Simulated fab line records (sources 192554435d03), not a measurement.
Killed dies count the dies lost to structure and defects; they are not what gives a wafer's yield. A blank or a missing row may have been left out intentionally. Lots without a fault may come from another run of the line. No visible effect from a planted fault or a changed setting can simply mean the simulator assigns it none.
fab line records	flow n5Finfet
[record] lots = 7	wafers = 15	lastDay = 17
route steps=1938 shown BEOL_M7@1316 BEOL_M8@1332 PASSIVATION@1936
lots with no fault: from the same line, run without faults
startH: hours from the record's opening day to when the first of the lot's shown wafers began	waitH: time in hours since the lot's previous step	" repeats the value in the row above	L1.1+2: a row that stands for several wafers	- no value present, or no start provided	* or withheld: withheld	< > ~ a bound
route shown NAME@n: names a module that has steps shown in the file, with the first one's number in the route	usual: mean/standard deviation taken from wafers without a fault	same: alike in all rows	chamber/n: place in a boat	sites: per-site readings	_std_site: how widely they spread, as a standard deviation	_edge_site: mean of outer sites minus mean of inner sites	radiusMm: for every site, how far away it sits from the centre of the wafer	mask NAME#n: copy n	behind: the last tool/chamber to shape the wafer	hold: the reason the lot was held/the length of the hold in hours/how it ended	device: the transistor (n, p or np) that didn't switch	end of line: tests of these same wafers at the route's end	step lacking rows: just its recipe	killed: the dies lost at the first sort to structure and to defects; this is not the yield of the wafer	map: a wafer's dies, marking killed ones x, the rest . and places with no die _
set.NAME: the setting the step ran with; set.NAME@STEP: the setting that earlier step ran with	model.NAME: the simulator's own value behind a step, which no gauge read
a table for each step, a row for each wafer; lots at some steps of the route
services: the hour from which a tool's chamber was out of use, counted from the record's first day as startH (under 0 if before that day), plus the number of hours and why
[[steps]]
[step N5_BEOL_M7_CD_MEAS_35]
[recipe] targetCdNm = 40	polarity = opening
[usual] cdNm = 39.9/0.48
lot.wafer	tool	chamber	startH	waitH	cdNm
L684.2	cdSem-01	-	226.76	0.0	39.2
L684.5	"	-	"	"	40.4
L684.6	"	-	"	"	39.5
L687.5	cdSem-03	-	239.47	0.0	40.1
L689.6	cdSem-02	-	259.60	0.0	40.9
L691.1	cdSem-01	-	268.58	0.0	39.0
L693.2	cdSem-02	-	290.49	0.0	41.1
L693.3	"	-	"	"	40.4
L693.5	"	-	"	"	41.2
L697.2	cdSem-03	-	302.21	0.0	39.8
L697.3	"	-	"	"	40.4
L697.5	"	-	"	"	39.7
L701.1	cdSem-03	-	329.15	0.0	39.6
L701.2	"	-	"	"	40.2
L701.5	"	-	"	"	39.9
[step N5_BEOL_M7_CURE_75]
[recipe] tempC = 370	timeS = 120	ambient = DMADMS/He	material = SiCOH_lowk
[usual] lampPowerPct = 52.32/0.052	wafer_temp_C_max = 372.0/0.68
lot.wafer	tool	chamber	startH	waitH	lampPowerPct	wafer_temp_C_max
L684.2	uvCure-03	0	226.85	0.1	52.39	371.3
L684.5	"	0	"	"	52.36	371.7
L684.6	"	0	"	"	52.27	371.2
L687.5	uvCure-01	0	239.72	0.3	52.38	371.7
L689.6	uvCure-03	2	259.88	0.3	52.26	372.0
L691.1	uvCure-03	1	268.62	0.0	52.40	373.7
L693.2	uvCure-01	1	290.58	0.1	52.38	371.0
L693.3	"	1	"	"	52.27	371.6
L693.5	"	1	"	"	52.31	372.2
L697.2	uvCure-02	1	302.30	0.1	52.34	371.8
L697.3	"	1	"	"	52.43	372.1
L697.5	"	1	"	"	52.30	371.8
L701.1	uvCure-03	2	329.19	0.0	52.38	371.8
L701.2	"	2	"	"	52.46	371.8
L701.5	"	2	"	"	52.29	371.7
[step N5_BEOL_M7_DEGAS_44]
[recipe] ambient = vacuum	tempC = 250	timeS = 60
[step N5_BEOL_M7_PRE_CLEAN_45]
[recipe] gas = H2/He	timeS = 30	tempC = 250
[step N5_BEOL_M7_ALD_77]
[recipe] material = TaN	targetThkA = 20	tempC = 275	aldPrecursorFamily = PDMAT	aldCoReactant = NH3	pressureTorr = 3	carrierFlowSccm = 1500	pulseTimeS = 2	purgeTimeS = 3	coReactantPurgeTimeS = 2	coReactantPulseTimeS = 3	aldCycles = 40	precursorVesselTempC = 75	precursorVesselPressureTorr = 26.25	precursorVesselCarrierSccm = 1000
[step N5_BEOL_M7_SURFACE_TREAT_79]
[recipe] gas = Ar	timeS = *	ionEnergyEv = *	ionCurrentMaCm2 = 0.5	pressureMtorr = *	arFlowSccm = 30
[step N5_BEOL_M7_CVD_78]
[recipe] material = Co	targetThkA = 20	tempC = withheld	precursor = CCTBA/H2	pressureTorr = 30	timeS = 142.3
[step N5_BEOL_M7_SPUTTER_48]
[recipe] material = Cu	targetThkA = 100	tempC = -20	biasV = 60	powerW = 26000	chamberPressurePa = 0.13	timeS = 1.667
[step N5_BEOL_M7_ECD_50]
[recipe] material = Cu	targetThkA = 3000
[step N5_BEOL_M7_ANNEAL_51]
[recipe] tempC = 225	timeS = 90	ambient = N2
[usual] wafer_temp_C_max = 226.6/0.39
lot.wafer	tool	chamber	startH	waitH	wafer_temp_C_max
L684.2	rtpAnneal-02	0	228.91	0.3	226.6
L684.5	"	0	"	"	226.3
L684.6	"	0	"	"	227.2
L687.5	rtpAnneal-01	0	241.47	0.4	226.6
L689.6	rtpAnneal-01	0	261.59	0.4	226.3
L691.1	rtpAnneal-02	0	270.29	0.1	226.7
L693.2	rtpAnneal-01	0	291.92	0.2	225.8
L693.3	"	0	"	"	226.2
L693.5	"	0	"	"	226.1
L697.2	rtpAnneal-01	0	304.18	0.2	226.1
L697.3	"	0	"	"	226.4
L697.5	"	0	"	"	226.4
L701.1	rtpAnneal-02	0	331.00	0.2	227.2
L701.2	"	0	"	"	226.6
L701.5	"	0	"	"	227.0
[step N5_BEOL_M7_CMP_52]
[recipe] stopOn = SiCOH_lowk	tOverpolishS = 6.9	downForcePsi = 1	platenRpm = 50	clearingPlatenDownForcePsi = 1.5	clearingPlatenRpm = 50	postCmpClean = cuAlkaline	targetThkNm = 80	clearingPlatenPadVelocityMS = 0.99484	padVelocityMS = 0.99484
[step N5_BEOL_M7_THK_MEAS_53]
[recipe] thkMeasGauge = xrf	reads = Cu_of_BEOL_M7_ECD_50
[usual] M7_THK = 77.7/1.9
lot.wafer	tool	chamber	startH	waitH	M7_THK[nm]
L684.2	filmMetro-02	-	229.46	-	74.9
L684.5	"	-	"	"	77.5
L684.6	"	-	"	"	77.0
L687.5	filmMetro-02	-	241.89	-	80.2
L689.6	filmMetro-01	-	261.96	-	78.9
L691.1	filmMetro-02	-	270.89	-	72.0
L693.2	filmMetro-01	-	292.47	-	78.6
L693.3	"	-	"	"	77.2
L693.5	"	-	"	"	79.5
L697.2	filmMetro-02	-	304.73	-	74.9
L697.3	"	-	"	"	76.3
L697.5	"	-	"	"	76.9
L701.1	filmMetro-02	-	331.61	-	74.3
L701.2	"	-	"	"	78.0
L701.5	"	-	"	"	76.6
[step N5_BEOL_M7_PRE_CLEAN_55]
[recipe] gas = NH3	timeS = 15	tempC = withheld	rfPowerW = 300
lot.wafer	tool	chamber	startH	waitH
L684.2+5+6	pecvd-01	1,1,0	229.50	0.0
L687.5	pecvd-01	1	241.93	0.0
L689.6	pecvd-01	1	262.01	0.0
L691.1	pecvd-01	1	270.92	0.0
L693.2+3+5	pecvd-04	0,1,2	292.50	0.0
L697.2+3+5	pecvd-04	2,1,2	304.77	0.0
L701.1+2+5	pecvd-02	1,2,0	331.65	0.0
[step N5_BEOL_M7_DEP_56]
[recipe] material = SiCN	targetThkA = 100	tempC = withheld	precursor = 3MS/NH3	pressureTorr = 3	rfW = 202	timeS = 17.5
[usual] showerheadPlenumPTorr = 3.669/0.014	throttleValvePct = 9.0/0.48
lot.wafer	tool	chamber	startH	waitH	showerheadPlenumPTorr	throttleValvePct
L684.2	pecvd-01	1	229.53	0.0	3.677	9.4
L684.5	"	1	"	"	3.670	9.0
L684.6	"	0	"	"	3.661	9.5
L687.5	pecvd-01	1	241.96	0.0	3.664	8.8
L689.6	pecvd-01	1	262.04	0.0	3.681	8.8
L691.1	pecvd-01	1	270.95	0.0	3.676	8.9
L693.2	pecvd-04	0	292.53	0.0	3.664	9.2
L693.3	"	1	"	"	3.649	9.9
L693.5	"	2	"	"	3.673	9.1
L697.2	pecvd-04	2	304.79	0.0	3.676	8.9
L697.3	"	1	"	"	3.647	9.6
L697.5	"	2	"	"	3.676	9.2
L701.1	pecvd-02	1	331.67	0.0	3.653	8.6
L701.2	"	2	"	"	3.660	8.3
L701.5	"	0	"	"	3.688	9.2
[step N5_BEOL_M7_RS_MEAS_57]
[recipe] thkMeasGauge = four-point-probe	reads = Cu_of_BEOL_M7_ECD_50+Co_of_BEOL_M7_CVD_78+TaN_of_BEOL_M7_ALD_77
[usual] M7_RS = 0.291/0.0089
lot.wafer	tool	chamber	startH	waitH	M7_RS[ohm/sq]
L684.2	filmMetro-02	-	229.62	0.1	0.301
L684.5	"	-	"	"	0.290
L684.6	"	-	"	"	0.291
L687.5	filmMetro-02	-	242.02	0.0	0.283
L689.6	filmMetro-01	-	262.10	0.0	0.284
L691.1	filmMetro-01	-	271.02	0.1	0.317
L693.2	filmMetro-02	-	292.60	0.1	0.284
L693.3	"	-	"	"	0.290
L693.5	"	-	"	"	0.282
L697.2	filmMetro-01	-	304.86	0.1	0.305
L697.3	"	-	"	"	0.299
L697.5	"	-	"	"	0.296
L701.1	filmMetro-01	-	331.74	0.1	0.308
L701.2	"	-	"	"	0.292
L701.5	"	-	"	"	0.296
[step N5_BEOL_M8_ILD_DEP_00]
[recipe] material = SiCOH_lowk	targetThkA = 1797.5	tempC = 300	precursor = DEMS/porogen	pressureTorr = 5	rfW = 500	timeS = 33.4
[usual] heaterPowerOuterW = 135/29	heaterPowerW = 293/34	showerheadPlenumPTorr = 5.744/0.018	throttleValvePct = 13.9/0.54
lot.wafer	tool	chamber	startH	waitH	heaterPowerOuterW	heaterPowerW	showerheadPlenumPTorr	throttleValvePct
L684.2	pecvd-04	2	229.68	0.0	152	285	5.758	14.0
L684.5	"	0	"	"	103	253	5.740	14.0
L684.6	"	2	"	"	155	299	5.756	14.2
L687.5	pecvd-03	1	242.10	0.1	102	276	5.736	13.8
L689.6	pecvd-03	1	262.18	0.1	141	337	5.747	13.8
L691.1	pecvd-04	0	271.08	0.0	78	222	5.735	14.4
L693.2	pecvd-03	2	292.66	0.0	106	253	5.732	13.7
L693.3	"	2	"	"	112	259	5.741	13.8
L693.5	"	2	"	"	114	268	5.737	14.0
L697.2	pecvd-01	2	304.92	0.0	198	365	5.777	12.9
L697.3	"	0	"	"	169	328	5.730	14.7
L697.5	"	2	"	"	202	368	5.759	12.9
L701.1	pecvd-01	2	331.80	0.0	185	346	5.768	12.8
L701.2	"	1	"	"	132	291	5.736	13.9
L701.5	"	1	"	"	136	297	5.756	13.6
[step N5_BEOL_M8_CURE_74]
[recipe] tempC = 385	timeS = 240	ambient = He/Ar	material = SiCOH_lowk
[usual] lampPowerPct = 52.31/0.057	wafer_temp_C_max = 387.1/0.8
lot.wafer	tool	chamber	startH	waitH	lampPowerPct	wafer_temp_C_max
L684.2	uvCure-03	2	229.83	0.1	52.34	386.6
L684.5	"	2	"	"	52.37	386.5
L684.6	"	2	"	"	52.35	386.8
L687.5	uvCure-02	1	242.46	0.3	52.32	386.7
L689.6	uvCure-02	0	263.02	0.8	52.37	386.4
L691.1	uvCure-02	2	271.14	0.0	52.41	387.9
L693.2	uvCure-02	0	292.82	0.1	52.46	385.9
L693.3	"	0	"	"	52.31	386.6
L693.5	"	0	"	"	52.39	386.4
L697.2	uvCure-01	0	305.07	0.1	52.27	387.0
L697.3	"	0	"	"	52.29	386.9
L697.5	"	0	"	"	52.32	386.7
L701.1	uvCure-02	1	331.87	0.0	52.27	386.7
L701.2	"	1	"	"	52.36	386.7
L701.5	"	1	"	"	52.29	386.7
[step N5_BEOL_M8_THK_MEAS_01]
[recipe] reads = SiCOH_lowk_of_BEOL_M8_ILD_DEP_00
[usual] M8_ILD_THK = 155.4/1.9
lot.wafer	tool	chamber	startH	waitH	M8_ILD_THK[nm]
L684.2	filmMetro-01	-	230.26	0.4	153.9
L684.5	"	-	"	"	155.3
L684.6	"	-	"	"	155.2
L687.5	filmMetro-01	-	242.66	0.1	155.9
L689.6	filmMetro-02	-	263.22	0.0	157.2
L691.1	filmMetro-01	-	271.66	0.4	152.9
L693.2	filmMetro-01	-	293.26	0.4	156.7
L693.3	"	-	"	"	158.6
L693.5	"	-	"	"	160.7
L697.2	filmMetro-01	-	305.50	0.4	155.0
L697.3	"	-	"	"	153.1
L697.5	"	-	"	"	157.7
L701.1	filmMetro-01	-	332.38	0.4	150.4
L701.2	"	-	"	"	152.5
L701.5	"	-	"	"	155.5
[step N5_BEOL_M8_PECVD_70]
[recipe] material = SiO2	targetThkA = 200	tempC = 400	precursor = TEOS/O2	pressureTorr = 5.5	rfW = 450	teosFlowSccm = 53.8	gas = O2	flowSccm = 3000	timeS = 22.7
[step N5_BEOL_M8_HM_DEP_02]
[recipe] material = TiN	targetThkA = 200	tempC = 25	chamberPressurePa = 0.49996
[step N5_BEOL_M8_COAT_59]
[recipe] resist = SOC	tempC = 250	timeS = 60	spinRpm = 1500	resistThkNm = 100
[step N5_BEOL_M8_COAT_60]
[recipe] resist = SiARC	tempC = 220	timeS = 60	spinRpm = 1500	resistThkNm = 35
[step N5_BEOL_M8_COAT_05]
[recipe] resist = CAR-ArF	spinRpm = 1500	resistThkNm = 90
[step N5_BEOL_M8_EBR_07]
[recipe] solvent = PGMEA	ebrWidthMm = 1.5
[step N5_BEOL_M8_SOFTBAKE_06]
[recipe] tempC = 110	timeS = 60	resist = CAR-ArF
[step N5_BEOL_M8_EXPOSE_08]
[recipe] maskId = M8	na = 1.35	sourceShape = dipole	sigmaInner = 0.817	sigmaOuter = 0.97	polarization = te	doseMj = 68.25
[step N5_BEOL_M8_PEB_09]
[recipe] pebTempC = withheld	pebTimeS = 60	resist = CAR-ArF
[step N5_BEOL_M8_DEVELOP_10]
[recipe] developTimeS = 30	developer = TMAH	resist = CAR-ArF	rinseLiquid = diw	dry = airSpin	devTempC = 23
[step N5_BEOL_M8_CD_MEAS_11]
[recipe] targetCdNm = 38.5	landingEnergyEv = 500	detector = seInlens	polarity = opening
[usual] cdNm = 38.5/0.46
lot.wafer	tool	chamber	startH	waitH	cdNm
L684.2	cdSem-03	0	231.57	-	37.9
L684.5	"	0	"	"	38.2
L684.6	"	0	"	"	37.7
L687.5	cdSem-03	0	244.36	-	38.4
L689.6	cdSem-02	0	263.81	-	38.4
L691.1	cdSem-01	0	272.77	-	38.0
L693.2	cdSem-01	0	294.30	-	38.0
L693.3	"	0	"	"	38.3
L693.5	"	0	"	"	38.4
L697.2	cdSem-01	0	306.64	-	38.4
L697.3	"	0	"	"	38.2
L697.5	"	0	"	"	38.4
L701.1	cdSem-03	0	333.20	-	38.5
L701.2	"	0	"	"	38.1
L701.5	"	0	"	"	37.5
[step N5_BEOL_M8_OVL_MEAS_12]
[recipe] pointsPerWafer = 44
[usual] M8_OVL = 0.2/0.89
lot.wafer	tool	chamber	startH	waitH	M8_OVL[nm]
L684.2	overlay-01	0	231.59	0.0	0.9
L684.5	"	0	"	"	-0.1
L684.6	"	0	"	"	1.6
L687.5	overlay-02	0	244.38	0.0	-1.1
L689.6	overlay-02	0	263.84	0.0	0.4
L691.1	overlay-01	0	272.80	0.0	-0.1
L693.2	overlay-01	0	294.33	0.0	1.3
L693.3	"	0	"	"	0.2
L693.5	"	0	"	"	0.0
L697.2	overlay-01	0	306.67	0.0	-1.0
L697.3	"	0	"	"	-1.0
L697.5	"	0	"	"	-1.4
L701.1	overlay-02	0	333.23	0.0	1.5
L701.2	"	0	"	"	-1.5
L701.5	"	0	"	"	-0.7
[step N5_BEOL_M8_DESCUM_16]
[recipe] chemistry = O2	timeS = 7.9	sourcePowerW = 50	biasPowerW = 20	pressureMtorr = 20	rfFrequencyHz = 2.712e+07	tempC = 40	resist = CAR-ArF	o2FlowSccm = 225
[step N5_BEOL_M8_ETCH_61]
[recipe] chemistry = CF4	target = SiARC	targetDepthA = 455	maskMaterial = CAR-ArF	timeS = 75.8	ionEnergyEv = 80	pressureMtorr = 40	sourceW = 545	biasW = 36	Ar_flow_sccm = 100	cf4FlowSccm = 100	ends = cleared
[step N5_BEOL_M8_ETCH_62]
[recipe] chemistry = N2/H2	target = SOC	targetDepthA = 1100	overetchA = 220	maskMaterial = SiARC	tempC = 40	timeS = 165	ionEnergyEv = 200	pressureMtorr = 30	sourceW = 840	biasW = 150	n2FlowSccm = 200	h2FlowSccm = 200
[step N5_BEOL_M8_STRIP_68]
[recipe] chemistry = N2/H2	tempC = 40	n2FlowSccm = 200	h2FlowSccm = 200	rfFrequencyHz = 6e+07
[step N5_BEOL_M8_STRIP_67]
[recipe] chemistry = CF4	resist = SiARC	powerW = 300	biasPowerW = 75	pressureMtorr = 50	cf4FlowSccm = 150	rfFrequencyHz = 6e+07
[step N5_BEOL_M8_HM_OPEN_17]
[recipe] chemistry = Cl2/BCl3	targetDepthA = 200	overetchA = 60	target = TiN	maskMaterial = SOC	ionEnergyEv = 150	pressureMtorr = 10	icpW = 1000	biasW = 126	Cl2_flow_sccm = 53.25	bcl3FlowSccm = 21.75	Ar_flow_sccm = 25
[step N5_BEOL_M8_STRIP_19]
[recipe] chemistry = O2	powerW = 400	tempC = 40	pressureMtorr = 30	rfFrequencyHz = 6e+07	biasPowerW = 0	overashFraction = 0.2	o2FlowSccm = 225
[step N5_BEOL_M8_CD_MEAS_18]
[recipe] pitchNm = 80	targetCdNm = 40
[usual] cdNm = 40.2/0.52
lot.wafer	tool	chamber	startH	waitH	cdNm
L684.2	cdSem-01	-	232.11	0.1	39.3
L684.5	"	-	"	"	40.0
L684.6	"	-	"	"	39.1
L687.5	cdSem-03	-	244.95	0.0	39.9
L689.6	cdSem-03	-	264.73	0.0	39.5
L691.1	cdSem-03	-	273.32	0.0	40.0
L693.2	cdSem-02	-	295.32	0.1	39.8
L693.3	"	-	"	"	39.8
L693.5	"	-	"	"	40.2
L697.2	cdSem-03	-	307.19	0.1	40.0
L697.3	"	-	"	"	40.2
L697.5	"	-	"	"	40.1
L701.1	cdSem-01	-	334.14	0.0	39.9
L701.2	"	-	"	"	39.6
L701.5	"	-	"	"	39.0
[step N5_BEOL_M8_COAT_63]
[recipe] resist = SOC	tempC = 250	timeS = 60	spinRpm = 1500	resistThkNm = 60
[step N5_BEOL_M8_COAT_64]
[recipe] resist = SiARC	tempC = 220	timeS = 60	spinRpm = 1500	resistThkNm = 12
[step N5_PASSIVATION_PROBE_49]
[usual] defectLimitedYield = 91.1/1.4	killed_at_M0_to_M3 = 35/8.7	killed_at_M4_up = 14/5.3	killedAtContacts = 12/6.2	killedAtFrontEnd = 41/12	killedAtOther = 3.4/2.6	killedDies = 105/16	killedOnRim = 14/3.8	killedOpen = 67/13	killedShort = 36/7.3	sort_bin_5_function = 5.2/0.96	sort_bin_6_memory = 3.3/0.6	sortNPass = 1075/16	sortYieldPct = 91.1/1.4
[same] grossDies = 1180	killedAtBackSide = 0	sort_bin_4_leakage[%] = 0	sort_bin_8_speed[%] = 0
lot.wafer	tool	chamber	startH	waitH	defectLimitedYield[%]	killed_at_M0_to_M3	killed_at_M4_up	killedAtContacts	killedAtFrontEnd	killedAtOther	killedDies	killedOnRim	killedOpen	killedShort	sort_bin_5_function[%]	sort_bin_6_memory[%]	sortNPass	sortYieldPct[%]
L687.5	prober-02	-	318.12	0.2	87.0	28	76	8	38	3	153	28	69	26	7.6	4.2	1027	87.0
L689.6	prober-01	-	336.35	0.3	87.7	37	67	7	33	1	145	20	65	22	7.9	3.3	1035	87.7
L691.1	prober-02	-	345.30	0.0	86.7	29	77	5	46	0	157	29	63	36	8.8	3.6	1023	86.7
// killed by level:class
L687.5 BEOL_M7:unspecified=55 FIN_SAQP:geometricParticle:open=10 STI_FIN_REVEAL:geometricParticle:open=10 BEOL_M2:geometricParticle:open=8 MOL_CONTACT_COAG:geometricParticle:open=7 BEOL_M4:geometricParticle:open=7 FIN_SAQP:geometricParticle:short=5 BEOL_M5:geometricParticle:open=5
L689.6 BEOL_M7:unspecified=56 STI_FIN_REVEAL:geometricParticle:open=9 BEOL_M2:geometricParticle:open=7 BEOL_M3:geometricParticle:open=7 MOL_CONTACT_COAG:geometricParticle:open=6 BEOL_M0_SAQP:geometricParticle:open=6 DUMMY_GATE:geometricParticle:open=5 BEOL_M0_SAQP:geometricParticle:short=5
L691.1 BEOL_M7:unspecified=54 BEOL_M3:geometricParticle:open=11 BEOL_M4:geometricParticle:open=11 FIN_SAQP:geometricParticle:open=7 DUMMY_GATE:geometricParticle:open=7 STI_FIN_REVEAL:geometricParticle:open=6 BEOL_M0_SAQP:geometricParticle:short=5 BEOL_M4:geometricParticle:short=5
// map L687.5 (x killed, . not)
_________________.x..........________________
______________..xx..........xxxx_____________
___________.............x....xxxxxx__________
__________......x...........xxxxxxxx_________
________.x......x..........xx.xxxxxxxx_______
_______.......................xx.xxxxx.______
______.x.......x..............xxxxxxxxxx_____
_____.............x...........x.xxxxxxx..____
____....x........xx..............x.xxx....___
___x....x..x.............xx......x...x.....__
___.............x.........x....x.........x.__
__...x.........x.....x.............x........_
__..x........x.......x.x..........x......x.._
_....x..x..x.............x.x..............x..
_.x.....x......x...............x.............
_........x............xx.....................
_...............................x...........x
_........x....x...x..x...............x.......
_..........................x.......x...x....x
_.........x.......x...........x..x.....x.....
_....x.........................x.........xx..
__..............x..........x................_
__....................x....................._
___........x...x............x............x.__
___........................x......xxxx.....__
____..x........................x..........___
_____..........................x.........____
______.........x.x......x..............._____
_______......x......x..................______
________.x............................_______
__________.x...x...x....x..........._________
___________.....x..x...............__________
______________.................._____________
_________________x..x........________________
// map L689.6 (x killed, . not)
_________________.xx.......x.________________
______________....x............x_____________
___________x...............x.xxxxxx__________
__________........x........xxxxxxxxx_________
________..............x...x...x.xxxxxx_______
_______....x................x...xxxxxxx______
______...x.....................xxxxxxxxx_____
_____.................x.......x.xxxxxxx..____
____......................x..x.x..xx......___
___........x.................x..xxxx..x....__
___...x..................x.................__
__..x..................x..............x....._
__......................x..................._
_.................x........x............x..x.
_....x...................xx...x....x.........
_...........x..............x.............x...
_..xx.................................x......
_.......xx......x..x........x.........x......
_.........x...............x..x.......x.......
_...................x.x....x.................
_......x.....x...............................
__........x............x....x..........x...._
__.....x......x...x.........x..x..x........._
___...............x....x..x.....x..........__
___.............xx..........x..............__
____...............................xx.x...___
_____.........................x..........____
______.........x.....x.................._____
_______......x........x.........xx.x...______
________...................x.........._______
__________..x...........xx.........._________
___________.........x.......x......__________
______________..........x.x....._____________
_________________........x...________________
[[services]]
tool	chamber	startH	hours	kind
uvCure-02	-	204.21	0.3	repair
uvCure-01	-	204.74	3.4	pm
pecvd-04	2	218.76	5.5	scheduledDown
uvCure-03	-	242.71	7.5	pm
uvCure-02	-	247.13	7.5	pm
pecvd-02	0	274.56	2.1	scheduledDown
pecvd-04	1	284.82	5.5	scheduledDown
uvCure-02	-	285.75	0.9	repair
pecvd-03	0	288.33	5.5	scheduledDown
uvCure-02	-	294.54	2.1	pm
uvCure-01	-	295.81	2.8	pm
pecvd-03	2	330.10	2.1	scheduledDown
[[key]]
[firstSign] step = N5_PASSIVATION_PROBE_49	reading = killed_at_M4_up	direction = up	sigmas = 11	usual = 14	struck = 73
[effect] step = N5_PASSIVATION_PROBE_49	reading = killedDies	direction = up	sigmas = 2.9	usual = 105	struck = 152
[moreKillsBornAt] N5_BEOL_M7_PRE_CLEAN_55@pecvd-01 = 165
metAt N5_BEOL_M7_PRE_CLEAN_55
struckWafers L687.5,L689.6,L691.1
onsetBetween 229.50 241.93
alsoFits N5_BEOL_M7_DEP_56:pecvd-01
[earlierFault] kind = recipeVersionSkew	tool = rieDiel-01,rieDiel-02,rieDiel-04	chamber = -	onsetH = 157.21	steps = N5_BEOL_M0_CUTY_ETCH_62	wrongRecipe.timeS = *
[earlierFault] kind = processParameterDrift	tool = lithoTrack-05	chamber = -	onsetH = 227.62	steps = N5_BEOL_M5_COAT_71	channel = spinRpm	offset = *	shape = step	actsIn = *	stated = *
[fault] kind = chamberParticleSource	tool = pecvd-01	chamber = 1	onsetH = 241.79	steps = N5_BEOL_M7_PRE_CLEAN_55	ratePerVisitCm2 = 0.40761
